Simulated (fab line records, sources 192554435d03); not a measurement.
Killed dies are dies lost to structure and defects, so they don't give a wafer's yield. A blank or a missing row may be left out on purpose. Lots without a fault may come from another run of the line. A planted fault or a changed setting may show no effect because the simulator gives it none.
A struck lot beside a sound one | flow n5_finfet | 16 steps out of a route of 1938
Sound: wafers L115.1, L115.2, L115.4. Struck: wafers L122.1, L122.5, L122.6. The cause comes at the end.
At each step with rows: each side's tool, then ch and its chambers, then its first start. Under that, the readings that differ: sound wafers | struck wafers | difference of the means | sigmas: that difference in standard deviations of wafers without a fault.
alike: readings whose means differ by less than 2 such deviations, and words and numbers that are the same on both sides. not compared: withheld readings, readings that some wafer has no value for, bounds like >300 that may hide the same value, and numbers for which the record gives no deviation and whose values overlap.
The two part at a step that has a row with sigmas, a row that says differs or no value, or rows on one side only. Numbers that don't overlap but have no deviation are shown without sigmas and don't part them. A reading that every wafer of one side lacks parts them only if that side has two wafers or more.

first, 1 step without rows for these wafers: N5_BEOL_M4_DEVELOP_27 (develop time 30 s).
N5_BEOL_M4_CD_MEAS_28: target cd 26.2 nm, target cd y 24.1 nm.
  sound on cd_sem-03 ch 0, day 9 23:52; struck on cd_sem-01 ch 0, day 11 18:49
  alike: cd_nm
N5_BEOL_M4_OVL_MEAS_29:
  sound on overlay-02 ch 0, day 9 23:53; struck on overlay-02 ch 0, day 11 18:50
  alike: V3_OVL
N5_BEOL_M4_INSPECT_30: inspects for defects (brightfield).
  sound on defect_inspect-01, day 9 23:57; struck on defect_inspect-01, day 11 18:54
  alike: raw_defect_count
N5_BEOL_M4_DESCUM_33: chemistry O2, time 7 s.
  sound on rie_diel-05 ch 0,1,2, day 9 23:59; struck on rie_diel-04 ch 0,1,2, day 11 18:56
  alike: drypump_motor_current_A, oes_product_au, rf_vpp_V, showerhead_plenum_p_Torr, throttle_valve_pct
  not compared: rf_hours_counter_h
N5_BEOL_M4_ETCH_77: etches underlayer in N2/H2, target depth 6.5 nm, time 5.2 s.
  sound on rie_diel-05 ch 0,1,2, day 10 00:01; struck on rie_diel-04 ch 0,1,2, day 11 18:58
  alike: drypump_motor_current_A, etch_rf_on_time_s, oes_product_au, rf_fwd_power_W, rf_vpp_V, showerhead_plenum_p_Torr, throttle_valve_pct
  not compared: rf_hours_counter_h
N5_BEOL_M4_ETCH_69: etches SiARC in CF4, target depth 15.6 nm, time 26 s.
  sound on rie_diel-05 ch 0,1,2, day 10 00:02; struck on rie_diel-04 ch 0,1,2, day 11 18:59
  alike: drypump_motor_current_A, etch_rf_on_time_s, oes_product_au, rf_fwd_power_W, rf_vpp_V, showerhead_plenum_p_Torr, throttle_valve_pct
  not compared: rf_hours_counter_h
N5_BEOL_M4_ALD_98: deposits SiO2, target thk 2.5 nm, pulse time 1 s, co reactant pulse time 1 s.
  sound on ald_sin-03 ch 0,1,2, day 10 00:07; struck on ald_sin-02 ch 0,2, day 11 19:04
  alike: heater_power_w, precursor_pulse_height_rel
N5_BEOL_M4_ETCHBACK_99: etches SiO2 in CHF3, target depth 5 nm, time 10.4 s.
  sound on rie_diel-04 ch 0,2,3, day 10 15:50; struck on rie_diel-02 ch 1,2, day 12 09:40
  alike: drypump_motor_current_A, oes_product_au, rf_vpp_V, showerhead_plenum_p_Torr, throttle_valve_pct
  not compared: rf_hours_counter_h
then, 3 steps without rows for these wafers: N5_BEOL_M4_ETCH_70 (etches SOC in N2/H2, target depth 80 nm, overetch 24 nm, time 130 s); N5_BEOL_M4_STRIP_71 (strips in N2/H2); N5_BEOL_M4_STRIP_78 (strips in N2/H2).
N5_BEOL_M4_VIA_ETCH_34: etches the open film in C4F6/O2, target depth 69.4 nm, time 65.9 s.
  sound on rie_diel-04 ch 0,2,3, day 10 15:59; struck on rie_diel-02 ch 1,2, day 12 09:49
  reading                  | sound             | struck            | difference | sigmas
  rf_fwd_power_W (W)       | 347.2 347.7 349.1 | 432.3 431.4 428.0 | +82.6      | +69
  rf_vpp_V (V)             | 655 646 668       | 597 596 617       | -53        | -4
  model.etch.depth_nm (nm) | 68.14 68.17 67.26 | 71.25 71.39 76.31 | +5.13      |
  alike: drypump_motor_current_A, oes_product_au, showerhead_plenum_p_Torr, throttle_valve_pct
  not compared: rf_hours_counter_h, model.SOC_of_BEOL_M4_COAT_67.thk_nm
then, 1 step without rows for these wafers: N5_BEOL_M4_STRIP_83 (strips in C4F6/O2).
N5_BEOL_M4_RC_MEAS_101:
  sound on prober-01 ch 0, day 10 20:51; struck on prober-02 ch 0, day 12 15:35
  alike: DIBL_N, DIBL_P, IOFF_N, IOFF_P, ION_N, ION_P, SS_N, SS_P, VT_N, VT_P
-- the record jumps here: 5 days lie between the struck wafers' starts before and after (it left off in module BEOL_M4 and takes up again in module PASSIVATION, whose first step shown is number 1936 of the route) --
N5_PASSIVATION_PROBE_49:
  sound on prober-01, day 15 20:47; struck on prober-02, day 17 23:10
  alike: defect_limited_yield, killed_at_M0_to_M3, killed_at_M4_up, killed_at_contacts, killed_at_front_end, killed_at_other, killed_dies, killed_open, killed_short, sort_bin_5_function, sort_bin_6_memory, sort_bin_8_speed, sort_n_pass

WHERE THEY PART
Only at N5_BEOL_M4_VIA_ETCH_34, within this record. Later steps at which nothing parts them and some readings are alike: N5_BEOL_M4_RC_MEAS_101, N5_PASSIVATION_PROBE_49.

WHY: what the simulator had put in
Process parameter drift: rie_diel-02, from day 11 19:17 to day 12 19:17, at N5_BEOL_M4_VIA_ETCH_34. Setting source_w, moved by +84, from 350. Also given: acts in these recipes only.
